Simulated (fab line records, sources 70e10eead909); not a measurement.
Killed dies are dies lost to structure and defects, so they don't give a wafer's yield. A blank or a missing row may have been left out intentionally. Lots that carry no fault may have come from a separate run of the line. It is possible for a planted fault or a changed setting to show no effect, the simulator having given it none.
Check of tool commonality	flow nand-harc	Sample size 12 lots and 36 wafers

== THE REASON FOR OPENING IT ==
On 3 of the 12 lots, a flag is raised at NHARC_P_GATE_INSPECT_68 on the reading raw-defect-count. Fault-free wafers read 197, with a standard deviation of 71.
Rule: a lot is flagged when every wafer of it that has a number lies more than 4 standard deviations from that mean, or none has a number. The rest of the lots are taken to be sound.

lot	measured	on	raw-defect-count, wafer by wafer	flag
L459	day 6 01:48	defect-inspect-01	156 156 138	
L460	day 6 09:32	defect-inspect-01	140 233 185	
L466	day 8 16:17	defect-inspect-02	152 203 157	
L467	day 9 05:15	defect-inspect-01	202 178 229	
L468	day 9 21:09	defect-inspect-01	381 216 332	
L469	day 10 05:56	defect-inspect-02	1177 1146 1211	FLAGGED
L470	day 10 14:26	defect-inspect-02	1215 1208 1074	FLAGGED
L471	day 11 02:49	defect-inspect-02	1229 1225 1219	FLAGGED
L474	day 11 22:38	defect-inspect-02	137 381 135	
L480	day 14 15:40	defect-inspect-01	143 176 183	
L481	day 15 00:16	defect-inspect-01	196 150 128	
L482	day 15 06:17	defect-inspect-02	407 227 351	
On average the flagged lots' numbers are 1189, which is +992 against the usual, or +14 standard deviations.

== TOOL THAT RAN EACH LOT ==
The record holds 3 process steps before the reading, out of a route of 1302 steps. In each cell: the tool, then ch and the chambers that the sampled wafers went through, then the start.
lot	flag	NHARC_P_GATE_STRIP_35	NHARC_P_GATE_STRIP_111	NHARC_P_GATE_STRIP_75
L459		wet-bench-05 ch 0,1,5, day 5 08:28	plasma-asher-02 ch 0,1, day 5 19:49	plasma-asher-02 ch 0,1, day 5 20:04
L460		wet-bench-07 ch 3,4,7, day 5 14:04	plasma-asher-01 ch 0,1, day 6 03:39	plasma-asher-01 ch 0,1, day 6 03:57
L466		wet-bench-05 ch 0,4,6, day 7 22:42	plasma-asher-02 ch 0,1, day 8 10:14	plasma-asher-02 ch 0,1, day 8 10:29
L467		wet-bench-07 ch 3,4,6, day 8 11:47	plasma-asher-01 ch 0,1, day 8 23:03	plasma-asher-01 ch 0,1, day 8 23:19
L468		wet-bench-07 ch 0,2,3, day 9 01:54	plasma-asher-01 ch 0,1, day 9 15:16	plasma-asher-01 ch 0,1, day 9 15:34
L469	FLAGGED	wet-bench-07 ch 1,5,6, day 9 12:03	plasma-asher-01 ch 0,1, day 9 23:32	plasma-asher-01 ch 0,1, day 9 23:51
L470	FLAGGED	wet-bench-07 ch 0,1,5, day 9 20:55	plasma-asher-02 ch 0,1, day 10 08:22	plasma-asher-02 ch 0,1, day 10 08:33
L471	FLAGGED	wet-bench-07 ch 0,1,2, day 10 08:10	plasma-asher-01 ch 0,1, day 10 19:45	plasma-asher-01 ch 0,1, day 10 20:03
L474		wet-bench-01 ch 0,1,6, day 11 05:15	plasma-asher-01 ch 0,1, day 11 16:37	plasma-asher-01 ch 0,1, day 11 16:55
L480		wet-bench-07 ch 1,4,5, day 13 22:28	plasma-asher-02 ch 0,1, day 14 10:04	plasma-asher-02 ch 0,1, day 14 10:14
L481		wet-bench-07 ch 1,5,6, day 14 06:33	plasma-asher-01 ch 0,1, day 14 17:54	plasma-asher-01 ch 0,1, day 14 18:13
L482		wet-bench-07 ch 2,4,5, day 14 12:49	plasma-asher-02 ch 0,1, day 15 00:28	plasma-asher-02 ch 0,1, day 15 00:41
These steps, and what they do:
- NHARC_P_GATE_STRIP_35: strips in SPM, time 600 s.
- NHARC_P_GATE_STRIP_111: strips in N2/H2, time 250 s.
- NHARC_P_GATE_STRIP_75: strips in O2.
- NHARC_P_GATE_INSPECT_68

== FLAGGED AGAINST TOTAL, ONE TOOL AT A TIME (gauges that did the reading follow at the end) ==
step	tool	lots run	flagged	share of the flagged lots	sound lots run after its first flagged lot
NHARC_P_GATE_STRIP_35	wet-bench-01	1	0	none	-
NHARC_P_GATE_STRIP_35	wet-bench-05	2	0	none	-
NHARC_P_GATE_STRIP_35	wet-bench-07	9	3	all	3 (L480,L481,L482)
NHARC_P_GATE_STRIP_111	plasma-asher-01	7	2	some	2 (L474,L481)
NHARC_P_GATE_STRIP_111	plasma-asher-02	5	1	some	2 (L480,L482)
NHARC_P_GATE_STRIP_75	plasma-asher-01	7	2	some	2 (L474,L481)
NHARC_P_GATE_STRIP_75	plasma-asher-02	5	1	some	2 (L480,L482)
NHARC_P_GATE_INSPECT_68	defect-inspect-01	6	0	none	-
NHARC_P_GATE_INSPECT_68	defect-inspect-02	6	3	all	2 (L474,L482)

== THE TABLE: WHAT IT ALLOWS ==
2 rows of the table ran every flagged lot: wet-bench-07 at NHARC_P_GATE_STRIP_35, defect-inspect-02 at NHARC_P_GATE_INSPECT_68.
- wet-bench-07 at NHARC_P_GATE_STRIP_35: 3 of its 9 lots flagged. Sound lots ran on it after the first flagged one (L480, L481, L482), which a lasting fault on the whole tool wouldn't allow.
- defect-inspect-02 at NHARC_P_GATE_INSPECT_68: 3 of its 6 lots flagged. Sound lots ran on it after the first flagged one (L474, L482), which a lasting fault on the whole tool wouldn't allow.
No row of the table ran every flagged lot and no sound lot after the first.

== WHAT THE SIMULATOR HAD PUT IN ==
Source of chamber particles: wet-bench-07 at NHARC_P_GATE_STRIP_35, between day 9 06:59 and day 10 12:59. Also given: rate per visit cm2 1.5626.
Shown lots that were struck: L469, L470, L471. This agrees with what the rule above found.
